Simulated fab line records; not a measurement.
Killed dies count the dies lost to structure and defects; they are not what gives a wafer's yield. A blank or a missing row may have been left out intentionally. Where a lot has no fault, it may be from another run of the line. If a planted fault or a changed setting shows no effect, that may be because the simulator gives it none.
Struck lot and sound lot, side by side :: flow nandHarc :: 15 steps out of a route of 1302
Sound: the wafers L981.1, L981.2, L981.3. Struck: wafers L988.2, L988.6 (left out: L988.4, a lot-mate that was not struck); the cause follows at the end.
Each step with rows lists, per side, the tool, then ch with its chambers, then its first start. Under that, the readings that differ: sound wafers :: struck wafers :: difference of the means :: sigmas: that difference in standard deviations of wafers without a fault.
alike: words and numbers the same on both sides, and readings whose means are apart by under 2 such deviations; not compared: readings that were withheld, readings missing a value for some wafer, numbers with overlapping values and no deviation given by the record, and bounds like >300 which may hide the same value.
Wherever a step has rows on one side only, a row that says differs or no value, or a row with sigmas, the two part there. When numbers do not overlap yet have no deviation, they are printed without sigmas and do not part them. Lack of a reading on every wafer of one side parts them only where that side has two or more wafers.

NHARC_A_M1_CD_MEAS_09 targets a cd of 120 nm.
  sound on cdSem-01 ch 0, day 23 13:58; struck on cdSem-03 ch 0, day 26 05:58
  alike: cdNm
NHARC_A_M1_OVL_MEAS_10: pitch 240 nm.
  sound on overlay-01 at day 23 14:02; struck on overlay-02 at day 26 06:03
  alike: overlayXNm, overlayYNm
NHARC_A_M1_INSPECT_11:
  sound on defectInspect-02 at day 23 14:05; struck on defectInspect-02 at day 26 06:05
  alike: rawDefectCount
NHARC_A_M1_DESCUM_14: chemistry O2, time 3 s.
  sound on rieDiel-11 ch 0,1,3, day 23 14:08; struck on rieDiel-09 ch 2,3, day 26 06:10
  alike: chamberPressureMTorr, drypumpMotorCurrentA, oesProductAu, rfVppV, showerheadPlenumPTorr, throttleValvePct
  not compared: rfHoursCounterH
then, 1 step without rows for these wafers: NHARC_A_M1_ETCH_35 (etches the open film in N2/H2, target depth 40 nm, overetch 12 nm, time 43.94 s).
NHARC_A_M1_ETCH_15: etches the open film in C4F8/Ar, target depth 182.5 nm, time 91.2 s.
  sound on rieDiel-11 ch 0,1,3; struck on rieDiel-09 ch 1
  alike: chamberPressureMTorr, oesProductAu, rfVppV
  not compared: rfHoursCounterH
NHARC_A_M1_CD_MEAS_16:
  sound on cdSem-03 at day 23 14:27; struck on cdSem-01 at day 26 06:30
  alike: cdNm
NHARC_A_M1_STRIP_18: strips in N2/H2.
  sound on rieDiel-09 ch 1,2,3, day 23 14:31; struck on rieDiel-11 ch 0, day 26 06:35
  alike: chamberPressureMTorr, drypumpMotorCurrentA, oesProductAu, powerW, rfVppV, showerheadPlenumPTorr, throttleValvePct
  not compared: rfHoursCounterH
NHARC_A_M1_ETCH_28: etches the open film in CF4/N2, target depth 30 nm, time 72.99 s.
  sound on rieDiel-09 ch 1,2,3; struck on rieDiel-11 ch 0,3
  alike: chamberPressureMTorr, drypumpMotorCurrentA, oesProductAu, rfVppV, showerheadPlenumPTorr, throttleValvePct
  not compared: rfHoursCounterH
then, 2 steps without rows for these wafers: NHARC_A_M1_STRIP_19 (strips in post etch residue remover, time 600 s); NHARC_A_M1_DEGAS_29 (time 60 s).
NHARC_A_M1_PRE_CLEAN_30: time 30 s.
  sound on pvdSputter-02; struck on pvdSputter-02
  alike: heaterPowerW
NHARC_A_M1_PVD_20: deposits TaN, target thk 5 nm, time 8.06 s.
  sound on pvdSputter-02 at day 23 15:20; struck on pvdSputter-02 at day 26 07:19
reading: timeS (s)
sound: 8.06 8.06 8.06
struck: 13.721 13.721
difference: +5.661
sigmas: 
  alike: chamberPressurePa, throttleValvePct
then, 1 step without rows for these wafers: NHARC_A_M1_PVD_21 (deposits Cu, target thk 30 nm, time 20.49 s).
NHARC_END_SORT_01:
  sound on prober-02 ch 0, day 25 01:07; struck on prober-02 ch 0, day 27 22:38
  alike: defectLimitedYield, killedAtArray, killedAtOther, killedAtPeriphery, killedDies, killedOpen, killedShort

WHERE THEY PART
Nowhere in this record.

WHY: what the simulator had put in
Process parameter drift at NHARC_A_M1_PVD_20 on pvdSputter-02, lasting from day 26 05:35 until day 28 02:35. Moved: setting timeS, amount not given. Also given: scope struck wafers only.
